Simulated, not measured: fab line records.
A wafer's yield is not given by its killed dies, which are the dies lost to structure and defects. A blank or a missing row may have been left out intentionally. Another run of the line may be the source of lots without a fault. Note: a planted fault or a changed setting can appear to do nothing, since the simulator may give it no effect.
Chamber matching ; flow n5 finfet ; N5_HKMG_FIN_STRIP_90 on rie diel-06 has 4 sister chambers
The step strips SOC in N2/H2, time 20 s. 8 wafers are shown with their chamber, then 7 later ones without.

WAFERS, EACH WITH ITS CHAMBER
wafer;chamber;drypump motor current A (A);showerhead plenum p Torr (Torr)
L075.6;2;5.6;3.25
L079.4;3;6.6;3.20
L079.6;1;6.4;3.56
L086.1;0;5.9;3.36
L086.2;2;5.6;3.23
L086.3;1;6.5;3.55
L086.4;3;6.6;3.19
L086.5;0;5.9;3.36

WAFERS WITHOUT THEIR CHAMBER
wafer;drypump motor current A (A);showerhead plenum p Torr (Torr)
L086.6;6.4;3.55
L090.2;6.6;3.19
L090.3;6.5;3.55
L090.6;5.9;3.36
L096.1;5.6;3.22
L096.3;6.6;3.18
L096.6;5.6;3.22

EACH ONE'S CHAMBER
wafer;from the rows above;in truth
L086.6;1;1
L090.2;3;3
L090.3;1;1
L090.6;0;0
L096.1;2;2
L096.3;3;3
L096.6;2;2
7 of 7 placed correctly. Not placeable from these rows: 0. Number placed wrongly: 0.
How it was worked out, from the rows above alone: a wafer's distance from a chamber is the root of the sum, over the readings, of the square of ((its reading less the chamber's mean) divided by the reading's scatter). If the next closest chamber is less than 2 further off than the closest, the wafer can't be placed; otherwise it belongs to the closest. The mean given for a chamber averages the wafers shown for that chamber. How the scatter is found: for the shown wafers, subtract from each reading the mean of its chamber, square and add these, divide the total by (wafers less chambers), then take the root.
